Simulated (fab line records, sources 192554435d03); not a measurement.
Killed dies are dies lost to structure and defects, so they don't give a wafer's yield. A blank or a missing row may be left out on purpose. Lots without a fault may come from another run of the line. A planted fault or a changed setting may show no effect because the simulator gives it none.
fab line records | flow n5_finfet
record lots=9 wafers=26 last_day=18
route steps=1938 shown BEOL_M1@824 BEOL_M2@856 BEOL_M4@1111 PASSIVATION@1936
lots that met no fault: from a run of the same line without faults
start_h: hours from the record's first day to the start of the lot's first wafer shown | wait_h: hours since the lot's step before | " the same as in the row above | L1.1+2: a row that stands for several wafers | - no value, or no start given | * or withheld: withheld | < > ~ a bound
route shown NAME@n: a module of which the file shows steps, and the number in the route of the first | usual: mean/standard deviation of fault-free wafers | same: alike in all rows | chamber/n: place in a boat | sites: the reading at each site | _std_site: their standard deviation | _edge_site: outer sites' mean less inner sites' | radius_mm: how far each site lies from the wafer's centre | mask NAME#n: copy n | behind: the tool/chamber that last shaped the wafer | hold: why the lot was held/for how many hours/how that ended | device: the transistor (n, p or np) that didn't switch | end of line: the same wafers' tests at the end of the route | a step without rows: its recipe alone | killed: dies lost to structure and defects at the first sort, not the wafer's yield | map: a wafer's dies, x killed, . not, _ none there
set.NAME: the setting as run; set.NAME@STEP: as run at that earlier step | model.NAME: the simulator's own value behind a step, which no gauge read
steps of the route over a sample of lots; a table a step, a row a wafer
services: from which hour (start_h, from the record's first day; less than 0 if before it) a tool's chamber was out of use, for how many hours, and why
## steps
# step N5_BEOL_M1_SPUTTER_90
# recipe material=Cu target_thk_a=45 temp_c=-20 chamber_pressure_pa=0.07 power_w=withheld time_s=8.29
# usual susceptor_temp_C=-19.99/0.097 throttle_valve_pct=30.3/1
# columns lot.wafer tool chamber start_h wait_h susceptor_temp_C throttle_valve_pct
L871.4 pvd_sputter-01 - 128.19 0.1 -20.09 29.1
L871.5 " - " " -20.05 30.2
L871.6 " - " " -19.95 28.3
L876.3 pvd_sputter-01 - 160.53 0.1 -19.99 30.2
L876.4 " - " " -19.97 29.1
L876.6 " - " " -20.00 30.2
L877.1 pvd_sputter-02 - 174.40 0.1 -20.00 31.3
L877.4 " - " " -20.18 29.7
L877.5 " - " " -20.11 29.7
L878.1 pvd_sputter-02 - 179.47 0.1 -20.05 30.9
L878.3 " - " " -19.89 29.7
L878.5 " - " " -19.84 29.6
L879.1 pvd_sputter-03 - 182.90 0.1 -20.00 30.2
L879.2 " - " " -19.99 32.2
L879.3 " - " " -20.05 29.8
L881.1 pvd_sputter-03 - 197.30 0.1 -20.10 30.4
L881.3 " - " " -19.95 30.4
L881.6 " - " " -19.96 30.5
L891.1 pvd_sputter-01 - 264.55 0.1 -19.94 28.7
L891.2 " - " " -19.91 29.7
L891.6 " - " " -19.99 28.5
L892.1 pvd_sputter-02 - 267.40 0.1 -19.71 30.0
L892.3 " - " " -19.88 31.3
L894.2 pvd_sputter-03 - 272.38 0.1 -19.94 30.5
L894.4 " - " " -19.89 30.3
L894.6 " - " " -20.04 32.2
# step N5_BEOL_M1_SPUTTER_92
# recipe material=Cu target_thk_a=45 temp_c=-20 chamber_pressure_pa=0.07 power_w=withheld time_s=8.29
# usual susceptor_temp_C=-20.01/0.11 throttle_valve_pct=30.3/0.99
# columns lot.wafer tool chamber start_h wait_h susceptor_temp_C throttle_valve_pct
L871.4 pvd_sputter-01 - 128.41 0.1 -19.90 29.3
L871.5 " - " " -20.00 30.5
L871.6 " - " " -19.90 28.5
L876.3 pvd_sputter-01 - 160.75 0.1 -19.91 30.5
L876.4 " - " " -20.05 29.5
L876.6 " - " " -19.94 30.3
L877.1 pvd_sputter-02 - 174.62 0.1 -20.04 31.5
L877.4 " - " " -20.10 29.9
L877.5 " - " " -20.06 30.0
L878.1 pvd_sputter-02 - 179.69 0.1 -20.04 30.6
L878.3 " - " " -19.90 29.9
L878.5 " - " " -19.87 29.5
L879.1 pvd_sputter-03 - 183.12 0.1 -20.05 30.3
L879.2 " - " " -19.81 32.0
L879.3 " - " " -19.81 29.8
L881.1 pvd_sputter-03 - 197.52 0.1 -20.06 30.5
L881.3 " - " " -19.73 30.7
L881.6 " - " " -20.14 30.5
L891.1 pvd_sputter-01 - 264.77 0.1 -20.10 28.2
L891.2 " - " " -20.05 29.1
L891.6 " - " " -19.94 28.7
L892.1 pvd_sputter-02 - 267.62 0.1 -20.06 29.6
L892.3 " - " " -20.24 31.2
L894.2 pvd_sputter-03 - 272.60 0.1 -19.97 30.4
L894.4 " - " " -20.00 30.3
L894.6 " - " " -20.07 32.4
# step N5_BEOL_M1_PRE_CLEAN_60
# recipe gas=NH3/H2 time_s=15 temp_c=* rf_power_w=300
# usual heater_power_w=90/18 rf_fwd_power_W=296.5/1.2 susceptor_temp_C=*
# columns lot.wafer tool chamber start_h wait_h heater_power_w rf_fwd_power_W susceptor_temp_C
L871.4 cvd_co-02 2 129.69 0.1 115 296.0 *
L871.5 " 0 " " 100 298.5 *
L871.6 " 2 " " 119 297.4 *
L876.3 cvd_co-02 2 162.01 0.0 117 296.3 *
L876.4 " 2 " " 119 296.5 *
L876.6 " 0 " " 101 296.4 *
L877.1 cvd_co-02 2 175.89 0.0 119 294.6 *
L877.4 " 2 " " 114 295.0 *
L877.5 " 0 " " 99 296.8 *
L878.1 cvd_co-02 2 180.95 0.0 119 296.3 *
L878.3 " 0 " " 101 297.0 *
L878.5 " 1 " " 88 295.8 *
L879.1 cvd_co-01 1 184.47 0.0 82 298.4 *
L879.2 " 2 " " 82 296.3 *
L879.3 " 0 " " 62 295.9 *
L881.1 cvd_co-02 0 198.78 0.0 103 297.2 *
L881.3 " 1 " " 90 295.4 *
L881.6 " 1 " " 89 293.6 *
L891.1 cvd_co-02 0 266.40 0.0 105 296.1 *
L891.2 " 2 " " 119 294.9 *
L891.6 " 2 " " 119 296.0 *
L892.1 cvd_co-02 1 268.90 0.0 87 295.2 *
L892.3 " 2 " " 120 296.3 *
L894.2 cvd_co-01 0 274.19 0.1 62 296.6 *
L894.4 " 0 " " 63 297.6 *
L894.6 " 2 " " 80 298.0 *
# step N5_BEOL_M1_DEP_57
# recipe material=SiCN target_thk_a=80 temp_c=withheld precursor=3MS/NH3 pressure_torr=3 rf_w=202 time_s=14
# usual rf_fwd_power_W=199.2/0.92 showerhead_plenum_p_Torr=3.669/0.012 throttle_valve_pct=9.1/0.5
# columns lot.wafer tool chamber start_h wait_h rf_fwd_power_W showerhead_plenum_p_Torr throttle_valve_pct
L871.4 pecvd-01 1 129.90 0.0 199.1 3.673 9.3
L871.5 " 2 " " 199.8 3.670 8.9
L871.6 " 0 " " 199.3 3.675 8.1
L876.3 pecvd-04 2 162.17 0.0 197.7 3.662 9.5
L876.4 " 2 " " 199.1 3.653 9.6
L876.6 " 1 " " 199.0 3.674 9.1
L877.1 pecvd-04 1 176.04 0.0 199.4 3.671 9.1
L877.4 " 1 " " 199.9 3.668 9.1
L877.5 " 2 " " 198.9 3.660 9.3
L878.1 pecvd-03 0 181.12 0.0 197.8 3.673 9.7
L878.3 " 0 " " 198.5 3.665 9.4
L878.5 " 0 " " 198.2 3.670 9.4
L879.1 pecvd-03 0 184.62 0.0 198.2 3.681 9.5
L879.2 " 2 " " 199.1 3.667 8.1
L879.3 " 1 " " 198.9 3.652 9.9
L881.1 pecvd-04 1 198.94 0.0 199.3 3.663 9.4
L881.3 " 0 " " 198.4 3.686 9.6
L881.6 " 1 " " 199.0 3.676 9.4
L891.1 pecvd-01 2 266.55 0.0 200.6 3.668 8.9
L891.2 " 1 " " 199.9 3.686 9.1
L891.6 " 2 " " 200.5 3.674 9.1
L892.1 pecvd-04 1 269.05 0.0 198.8 3.668 9.3
L892.3 " 0 " " 199.2 3.684 9.5
L894.2 pecvd-04 0 274.35 0.0 198.7 3.687 9.8
L894.4 " 2 " " 198.1 3.656 8.8
L894.6 " 0 " " 198.4 3.689 9.5
# step N5_BEOL_M1_INSPECT_59
# recipe inspect_instrument=darkfield mode=post_dep
# usual raw_defect_count=73/22
# columns lot.wafer tool chamber start_h wait_h raw_defect_count
L871.4 defect_inspect-01 - 129.98 0.0 93
L871.5 " - " " 45
L871.6 " - " " 59
L876.3 defect_inspect-01 - 162.26 0.0 58
L876.4 " - " " 43
L876.6 " - " " 66
L877.1 defect_inspect-02 - 176.14 0.0 54
L877.4 " - " " 70
L877.5 " - " " 101
L878.1 defect_inspect-01 - 181.23 0.0 33
L878.3 " - " " 807
L878.5 " - " " 47
L879.1 defect_inspect-02 - 184.72 0.0 62
L879.2 " - " " 48
L879.3 " - " " 70
L881.1 defect_inspect-02 - 199.03 0.0 839
L881.3 " - " " 78
L881.6 " - " " 84
L891.1 defect_inspect-01 - 266.65 0.0 86
L891.2 " - " " 84
L891.6 " - " " 68
L892.1 defect_inspect-01 - 269.15 0.0 47
L892.3 " - " " 73
L894.2 defect_inspect-01 - 274.44 0.0 81
L894.4 " - " " 67
L894.6 " - " " 67
# step N5_BEOL_M2_INSPECT_13
# recipe mode=adi inspect_instrument=brightfield
# usual raw_defect_count=439/100
# columns lot.wafer tool chamber start_h wait_h raw_defect_count
L871.4 defect_inspect-02 - 131.14 0.0 605
L871.5 " - " " 472
L871.6 " - " " 517
L876.3 defect_inspect-01 - 163.50 0.0 337
L876.4 " - " " 435
L876.6 " - " " 444
L877.1 defect_inspect-01 - 177.51 0.1 430
L877.4 " - " " 535
L877.5 " - " " 527
L878.1 defect_inspect-01 - 184.02 0.1 304
L878.3 " - " " 1048
L878.5 " - " " 291
L879.1 defect_inspect-01 - 186.18 0.1 429
L879.2 " - " " 503
L879.3 " - " " 314
L881.1 defect_inspect-02 - 202.06 0.1 1213
L881.3 " - " " 294
L881.6 " - " " 435
L891.1 defect_inspect-02 - 269.52 0.1 509
L891.2 " - " " 383
L891.6 " - " " 358
L892.1 defect_inspect-02 - 270.28 0.1 270
L892.3 " - " " 322
L894.2 defect_inspect-02 - 277.10 0.0 369
L894.4 " - " " 569
L894.6 " - " " 557
# step N5_BEOL_M2_INSPECT_30
# recipe mode=adi inspect_instrument=brightfield
# usual raw_defect_count=442/110
# columns lot.wafer tool chamber start_h wait_h raw_defect_count
L871.4 defect_inspect-02 - 132.04 0.0 588
L871.5 " - " " 468
L871.6 " - " " 517
L876.3 defect_inspect-02 - 164.39 0.0 313
L876.4 " - " " 394
L876.6 " - " " 423
L877.1 defect_inspect-02 - 178.51 0.1 401
L877.4 " - " " 514
L877.5 " - " " 482
L878.1 defect_inspect-01 - 185.13 0.1 319
L878.3 " - " " 1091
L878.5 " - " " 276
L879.1 defect_inspect-01 - 187.25 0.1 421
L879.2 " - " " 508
L879.3 " - " " 303
L881.1 defect_inspect-01 - 203.12 0.1 1281
L881.3 " - " " 310
L881.6 " - " " 492
L891.1 defect_inspect-02 - 270.49 0.1 530
L891.2 " - " " 398
L891.6 " - " " 376
L892.1 defect_inspect-02 - 271.37 0.1 273
L892.3 " - " " 311
L894.2 defect_inspect-01 - 278.66 0.1 428
L894.4 " - " " 612
L894.6 " - " " 575
# step N5_BEOL_M4_RC_MEAS_101
# usual DIBL_N=36.5/1.8 DIBL_P=36.5/2.1 IOFF_N=0.17/0.031 IOFF_P=0.22/0.036 ION_N=677/11 ION_P=463/8 SS_N=71.6/0.61 SS_P=73.3/0.63 VT_N=249/3.1 VT_P=-250/3.3
# columns lot.wafer tool chamber start_h wait_h DIBL_N[mV/V] DIBL_P[mV/V] IOFF_N[nA/um] IOFF_P[nA/um] ION_N[uA/um] ION_P[uA/um] SS_N[mV/dec] SS_P[mV/dec] VT_N[mV] VT_P[mV]
L871.4 prober-02 0 166.55 0.5 33.8 32.6 0.12 0.15 655 446 71.0 72.9 253 -257
L871.5 " 0 " " 35.2 34.7 0.15 0.20 672 457 71.0 73.3 248 -250
L871.6 " 0 " " 33.9 32.7 0.13 0.16 659 447 70.7 71.9 253 -255
L876.3 prober-01 0 202.24 0.3 38.5 38.5 0.21 0.26 694 476 72.0 73.7 242 -245
L876.4 " 0 " " 34.7 34.7 0.14 0.20 681 468 71.0 72.8 250 -248
L876.6 " 0 " " 36.1 35.5 0.15 0.20 679 469 71.7 73.1 250 -249
L878.1 prober-01 0 211.96 0.0 36.8 35.8 0.16 0.21 675 460 71.4 73.3 248 -249
L878.3 " 0 " " 33.8 32.8 0.12 0.16 673 459 71.0 72.4 251 -254
L878.5 " 0 " " 35.6 34.7 0.15 0.19 670 461 71.0 72.5 249 -248
L877.1 prober-02 0 212.25 0.0 35.0 35.6 0.13 0.19 667 465 70.8 73.1 249 -251
L877.4 " 0 " " 35.7 36.2 0.15 0.20 678 467 71.3 73.9 249 -253
L877.5 " 0 " " 33.9 34.9 0.13 0.18 675 463 70.9 72.5 251 -251
L879.1 prober-02 0 219.61 0.0 35.0 34.7 0.15 0.20 676 462 71.1 73.3 247 -251
L879.2 " 0 " " 35.3 34.6 0.16 0.20 677 465 70.5 72.5 246 -251
L879.3 " 0 " " 36.3 35.7 0.16 0.21 678 462 71.2 73.3 250 -251
L881.1 prober-01 0 236.67 0.0 36.4 35.0 0.18 0.20 679 454 71.9 72.7 246 -252
L881.3 " 0 " " 38.2 36.7 0.20 0.22 675 452 72.8 73.5 248 -250
L881.6 " 0 " " 37.4 35.6 0.20 0.21 672 452 71.6 73.1 246 -252
L891.1 prober-01 0 306.24 0.0 35.3 37.2 0.15 0.20 679 467 70.5 73.8 250 -252
L891.2 " 0 " " 34.3 35.6 0.13 0.18 677 464 71.4 73.4 251 -252
L891.6 " 0 " " 34.7 36.1 0.14 0.19 675 465 71.3 73.8 250 -250
L892.1 prober-02 0 309.07 0.0 33.1 32.2 0.11 0.17 649 458 70.5 72.9 253 -252
L892.3 " 0 " " 36.2 36.9 0.17 0.22 664 463 72.0 72.4 251 -249
L894.2 prober-01 0 335.20 0.2 37.0 35.4 0.15 0.20 662 456 72.7 72.6 253 -251
L894.4 " 0 " " 40.1 39.8 0.20 0.28 673 465 72.6 74.4 251 -245
L894.6 " 0 " " 38.5 38.1 0.18 0.25 667 461 71.9 73.8 248 -247
# step N5_PASSIVATION_PROBE_49
# usual defect_limited_yield=91.4/1.5 killed_at_M0_to_M3=35/11 killed_at_M4_up=16/7 killed_at_contacts=11/5.3 killed_at_front_end=37/11 killed_at_other=3.1/2.8 killed_dies=102/18 killed_on_rim=13/3.7 killed_open=69/15 killed_short=31/7.8 sort_bin_5_function=5.1/1.1 sort_bin_6_memory=3.2/0.69 sort_n_pass=1078/18 sort_yield_pct=91.4/1.5
# same gross_dies=1180 killed_at_back_side=0 sort_bin_4_leakage[%]=0 sort_bin_8_speed[%]=0
# columns lot.wafer tool chamber start_h wait_h defect_limited_yield[%] killed_at_M0_to_M3 killed_at_M4_up killed_at_contacts killed_at_front_end killed_at_other killed_dies killed_on_rim killed_open killed_short sort_bin_5_function[%] sort_bin_6_memory[%] sort_n_pass sort_yield_pct[%]
L878.1 prober-01 - 313.43 0.0 91.0 56 6 11 31 2 106 17 59 47 5.5 3.1 1074 91.0
L878.3 prober-01 - 313.53 0.1 76.6 199 19 15 43 0 276 32 81 48 13.4 5.4 904 76.6
L878.5 prober-01 - 313.63 0.2 91.7 42 12 11 31 2 98 14 62 34 4.7 3.4 1082 91.7
L881.1 prober-01 - 337.50 0.0 80.0 169 12 21 30 4 236 24 65 38 12.8 4.5 944 80.0
L881.3 prober-01 - 337.60 0.1 91.2 34 28 9 27 6 104 11 82 20 5.1 3.3 1076 91.2
L881.6 prober-01 - 337.75 0.3 92.8 26 14 9 33 3 85 10 62 19 3.7 3.4 1095 92.8
# killed by level:class
L878.1 BEOL_M0_SAQP:geometric_particle:short=22 BEOL_M0_SAQP:geometric_particle:open=18 MOL_CONTACT_COAG:geometric_particle:open=9 BEOL_M1:geometric_particle:open=6 GATE_CUT:geometric_particle:short=5 FIN_SAQP:geometric_particle:open=4 FIN_SAQP:geometric_particle:short=4 STI_FIN_REVEAL:geometric_particle:open=3
L878.3 BEOL_M1:unspecified=142 BEOL_M0_SAQP:geometric_particle:open=26 BEOL_M0_SAQP:geometric_particle:short=25 FIN_SAQP:geometric_particle:open=18 MOL_CONTACT_COAG:geometric_particle:open=11 FIN_SAQP:geometric_particle:short=9 BEOL_M4:geometric_particle:open=7 DUMMY_GATE:geometric_particle:open=5
L878.5 BEOL_M0_SAQP:geometric_particle:open=15 BEOL_M0_SAQP:geometric_particle:short=14 MOL_CONTACT_COAG:geometric_particle:open=9 FIN_SAQP:geometric_particle:open=6 BEOL_M4:geometric_particle:open=6 DUMMY_GATE:geometric_particle:open=5 BEOL_M1:geometric_particle:open=5 FIN_SAQP:geometric_particle:short=4
L881.1 BEOL_M1:unspecified=133 MOL_CONTACT_COAG:geometric_particle:open=16 BEOL_M3:geometric_particle:open=9 FIN_SAQP:geometric_particle:short=8 BEOL_M1:geometric_particle:open=7 BEOL_M1:geometric_particle:short=7 BEOL_M4:geometric_particle:open=6 FIN_SAQP:geometric_particle:open=5
L881.3 BEOL_M4:geometric_particle:open=15 BEOL_M3:geometric_particle:open=9 STI_FIN_REVEAL:geometric_particle:open=8 MOL_CONTACT_COAG:geometric_particle:open=8 BEOL_M2:geometric_particle:open=8 BEOL_M1:geometric_particle:open=6 BEOL_M6:geometric_particle:open=4 FIN_SAQP:geometric_particle:short=3
L881.6 BEOL_M2:geometric_particle:open=8 FIN_SAQP:geometric_particle:short=7 MOL_CONTACT_COAG:geometric_particle:open=7 FIN_SAQP:geometric_particle:open=6 BEOL_M0_SAQP:geometric_particle:open=5 BEOL_M3:geometric_particle:open=4 BEOL_M1:geometric_particle:open=4 BEOL_M4:geometric_particle:open=4
## services
# columns tool chamber start_h hours kind
cvd_co-02 1 114.67 - clean
cvd_co-02 1 114.67 22.0 scheduled_down
cvd_co-02 1 114.67 22.0 vent_cycle
pecvd-04 2 131.19 15.6 repair
cvd_co-01 - 140.05 0.7 repair
pecvd-03 - 146.95 2.8 pm
pecvd-04 2 154.24 4.7 repair
pecvd-01 1 160.64 3.2 repair
cvd_co-02 - 164.31 3.8 pm
pecvd-01 2 166.23 2.9 repair
cvd_co-01 2 168.85 11.0 repair
pecvd-04 2 202.38 - clean
pecvd-04 2 202.38 - consumable_replace:showerhead
cvd_co-01 - 204.15 2.1 repair
cvd_co-02 - 206.61 6.0 pm
pecvd-04 0 208.94 1.9 repair
pecvd-04 1 216.87 14.9 repair
pecvd-01 - 218.27 14.1 repair
pecvd-04 - 222.72 0.5 repair
cvd_co-01 - 223.42 8.5 repair
pecvd-03 1 236.93 4.2 repair
pecvd-01 - 249.84 0.6 repair
pecvd-01 - 269.73 1.0 repair
pecvd-04 - 270.16 2.9 repair
## key
first_sign step=N5_BEOL_M1_INSPECT_59 reading=raw_defect_count direction=up sigmas=35 usual=73 struck=823
effect step=N5_BEOL_M2_INSPECT_13 reading=raw_defect_count direction=up sigmas=6.7 usual=439 struck=1130
effect step=N5_BEOL_M2_INSPECT_30 reading=raw_defect_count direction=up sigmas=6.9 usual=442 struck=1186
effect step=N5_PASSIVATION_PROBE_49 reading=killed_at_M0_to_M3 direction=up sigmas=13 usual=35 struck=184
more_kills_born_at N5_BEOL_M1_PRE_CLEAN_60@cvd_co-02=275
met_at N5_BEOL_M1_PRE_CLEAN_60
struck_lots L878,L881
struck_wafers L878.3,L881.1
not_acting_at N5_BEOL_M1_SPUTTER_90,N5_BEOL_M1_SPUTTER_92,N5_BEOL_M1_DEP_57
onset_between 175.89 180.95
fault kind=chamber_particle_source tool=cvd_co-02 chamber=0 onset_h=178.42 steps=N5_BEOL_M1_PRE_CLEAN_60 rate_per_visit_cm2=1.1183 end_h=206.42
